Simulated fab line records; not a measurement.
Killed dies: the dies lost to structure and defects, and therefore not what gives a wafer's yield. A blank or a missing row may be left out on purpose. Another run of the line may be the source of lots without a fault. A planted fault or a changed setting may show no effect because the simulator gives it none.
Chamber matching | flow n5 finfet | N5_BEOL_M10_ETCH_62 on rie diel-05: 4 sister chambers
The step etches SOC in N2/H2, target depth 110 nm, overetch 22 nm, time 165 s. 14 wafers are shown with their chamber, then 7 later ones without.

WAFERS PAIRED WITH THEIR CHAMBERS
wafer  | chamber | oes product au (a.u.) | showerhead plenum p Torr (Torr) | throttle valve pct (%)
L081.2 | 0       | 0.70                  | 2.70                            | 17.85
L081.4 | 3       | 0.59                  | 2.49                            | 17.61
L081.5 | 3       | 0.59                  | 2.49                            | 17.60
L083.1 | 3       | 0.59                  | 2.49                            | 17.61
L083.2 | 1       | 0.76                  | 2.50                            | 17.79
L083.6 | 3       | 0.59                  | 2.49                            | 17.61
L084.3 | 3       | 0.59                  | 2.49                            | 17.62
L084.5 | 2       | 0.58                  | 2.61                            | 17.43
L084.6 | 1       | 0.75                  | 2.50                            | 17.80
L085.1 | 0       | 0.70                  | 2.69                            | 17.86
L085.3 | 3       | 0.59                  | 2.48                            | 17.63
L085.5 | 2       | 0.58                  | 2.61                            | 17.45
L088.1 | 1       | 0.75                  | 2.49                            | 17.83
L088.4 | 2       | 0.57                  | 2.60                            | 17.44

SIGNATURES, as means of the wafers listed above
reading                  | chamber 0 | chamber 1 | chamber 2 | chamber 3 | scatter within a chamber
oes product au           | 0.7000    | 0.7533    | 0.5767    | 0.5900    | 0.00365
showerhead plenum p Torr | 2.6950    | 2.4967    | 2.6067    | 2.4883    | 0.00516
throttle valve pct       | 17.8550   | 17.8067   | 17.4400   | 17.6133   | 0.0128
Rule: distance of a wafer from a chamber = root of the sum over the readings of ((wafer's reading minus chamber's mean) / reading's scatter) squared. The wafer belongs to the nearest chamber; if the next one is less than 2 further off, it can't be placed. The scatter: the root of (the sum of the squares of (reading less its chamber's mean) over the shown wafers, divided by (wafers less chambers)).

WAFERS WHOSE CHAMBER IS MISSING
wafer  | oes product au (a.u.) | showerhead plenum p Torr (Torr) | throttle valve pct (%)
L088.5 | 0.74                  | 2.49                            | 17.81
L091.2 | 0.57                  | 2.60                            | 17.46
L091.3 | 0.73                  | 2.49                            | 17.83
L091.6 | 0.73                  | 2.49                            | 17.83
L096.3 | 0.66                  | 2.68                            | 17.91
L096.5 | 0.71                  | 2.48                            | 17.85
L096.6 | 0.81                  | 2.60                            | 17.04

WHICH CHAMBER EACH WENT THROUGH
wafer  | from the rows above | in truth
L088.5 | 1                   | 1
L091.2 | 2                   | 2
L091.3 | 1                   | 1
L091.6 | 1                   | 1
L096.3 | 0                   | 0
L096.5 | 1                   | 1
L096.6 | 1                   | 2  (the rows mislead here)
6 of 7 placed correctly. Left unplaced by these rows: 0. Number placed wrongly: 1.
